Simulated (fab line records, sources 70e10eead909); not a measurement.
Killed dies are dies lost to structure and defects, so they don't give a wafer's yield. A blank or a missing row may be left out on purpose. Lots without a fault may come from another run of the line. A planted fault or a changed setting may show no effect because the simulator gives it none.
A struck lot beside a sound one | flow nand_harc | 15 steps out of a route of 1159
Sound: wafers L130.3, L130.4, L130.5. Struck: wafers L137.2, L137.3, L137.4. The cause comes at the end.
At each step with rows: each side's tool, then ch and its chambers, then its first start. Under that, the readings that differ: sound wafers | struck wafers | difference of the means | sigmas: that difference in standard deviations of wafers without a fault.
alike: readings whose means differ by less than 2 such deviations, and words and numbers that are the same on both sides. not compared: withheld readings, readings that some wafer has no value for, bounds like >300 that may hide the same value, and numbers for which the record gives no deviation and whose values overlap.
The two part at a step that has a row with sigmas, a row that says differs or no value, or rows on one side only. Numbers that don't overlap but have no deviation are shown without sigmas and don't part them. A reading that every wafer of one side lacks parts them only if that side has two wafers or more.

first, 4 steps without rows for these wafers: NHARC_P_M1_EBR_05; NHARC_P_M1_EXPOSE_06 (exposes mask P M1, target cd 130 nm); NHARC_P_M1_PEB_07 (peb time 65 s); NHARC_P_M1_DEVELOP_08 (develop time 35 s).
NHARC_P_M1_CD_MEAS_09: target cd 130 nm.
  sound on cd_sem-02 ch 0, day 7 08:08; struck on cd_sem-01 ch 0, day 9 06:54
  alike: cd_nm
NHARC_P_M1_OVL_MEAS_10: pitch 260 nm.
  sound on overlay-01, day 7 08:13; struck on overlay-01, day 9 06:59
  alike: overlay_x_nm, overlay_y_nm
NHARC_P_M1_INSPECT_11:
  sound on defect_inspect-02, day 7 08:15; struck on defect_inspect-01, day 9 07:01
  alike: raw_defect_count
NHARC_P_M1_DESCUM_14: chemistry O2, time 3 s.
  sound on rie_diel-04 ch 2,3, day 7 08:19; struck on rie_diel-04 ch 0,1,3, day 9 07:05
  alike: drypump_motor_current_A, oes_product_au, rf_vpp_V, showerhead_plenum_p_Torr, throttle_valve_pct
  not compared: rf_hours_counter_h
NHARC_P_M1_ETCH_35: etches the open film in N2/H2, target depth 40 nm, overetch 12 nm, time 43.94 s.
  sound on rie_diel-04 ch 0,1,2, day 7 08:23; struck on rie_diel-04 ch 0,1,3, day 9 07:10
  alike: drypump_motor_current_A, n2_flow_sccm, oes_product_au, rf_vpp_V, showerhead_plenum_p_Torr, throttle_valve_pct
  not compared: rf_hours_counter_h
NHARC_P_M1_ETCH_15: etches the open film in C4F8/Ar, target depth 182.5 nm, time 91.2 s.
  sound on rie_diel-04 ch 1,3; struck on rie_diel-04 ch 0,2,3
  alike: oes_product_au, rf_vpp_V
  not compared: rf_hours_counter_h
NHARC_P_M1_CD_MEAS_16:
  sound on cd_sem-03, day 7 08:37; struck on cd_sem-03, day 9 07:24
  alike: cd_nm
NHARC_P_M1_STRIP_18: strips in N2/H2.
  sound on rie_diel-06 ch 0,2,3, day 7 08:43; struck on rie_diel-06 ch 1,2,3, day 9 07:28
  alike: drypump_motor_current_A, n2_flow_sccm, oes_product_au, rf_vpp_V, showerhead_plenum_p_Torr, throttle_valve_pct
  not compared: rf_hours_counter_h
NHARC_P_M1_ETCH_28: etches the open film in CF4/N2, target depth 30 nm, time 72.99 s.
  sound on rie_diel-06 ch 1,2,3, day 7 08:56; struck on rie_diel-06 ch 0,1,3, day 9 07:43
  reading               | sound             | struck            | difference | sigmas
  oes_product_au (a.u.) | 0.999 0.991 0.994 | 0.825 0.833 0.829 | -0.166     | -15
  alike: drypump_motor_current_A, n2_flow_sccm, rf_vpp_V, showerhead_plenum_p_Torr, throttle_valve_pct
  not compared: rf_hours_counter_h
then, 1 step without rows for these wafers: NHARC_P_M1_STRIP_19 (strips in post etch residue remover, time 600 s).
-- the record jumps here: 13 days lie between the struck wafers' starts before and after (it left off in module P_M1 and takes up again in module END, whose first step shown is number 1159 of the route) --
NHARC_END_SORT_01:
  sound on prober-01 ch 0, day 21 03:55; struck on prober-02 ch 0, day 22 02:52
  reading                  | sound          | struck         | difference | sigmas
  defect_limited_yield (%) | 96.9 95.4 95.3 | 93.2 91.9 90.3 | -4.1       | -3
  killed_at_array          | 16 28 19       | 40 45 39       | +20        | +2
  killed_at_periphery      | 5 3 12         | 6 10 27        | +8         | +3
  killed_dies              | 21 31 32       | 46 55 66       | +28        | +3
  sort_bin_2_pct (%)       | 1.0 1.3 1.9    | 2.7 3.2 5.2    | +2.3       | +4
  sort_n_pass              | 656 646 645    | 631 622 611    | -28        | -3
  sort_yield_pct (%)       | 96.9 95.4 95.3 | 93.2 91.9 90.3 | -4.1       | -3
  alike: killed_at_other, killed_open, killed_short, sort_bin_3_pct, sort_bin_4_pct, sort_rim_yield_pct

WHERE THEY PART
First at NHARC_P_M1_ETCH_28; last, within this record, at NHARC_END_SORT_01.

WHY: what the simulator had put in
Process parameter drift: rie_diel-06, from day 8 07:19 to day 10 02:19, at NHARC_P_M1_ETCH_28. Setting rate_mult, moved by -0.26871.
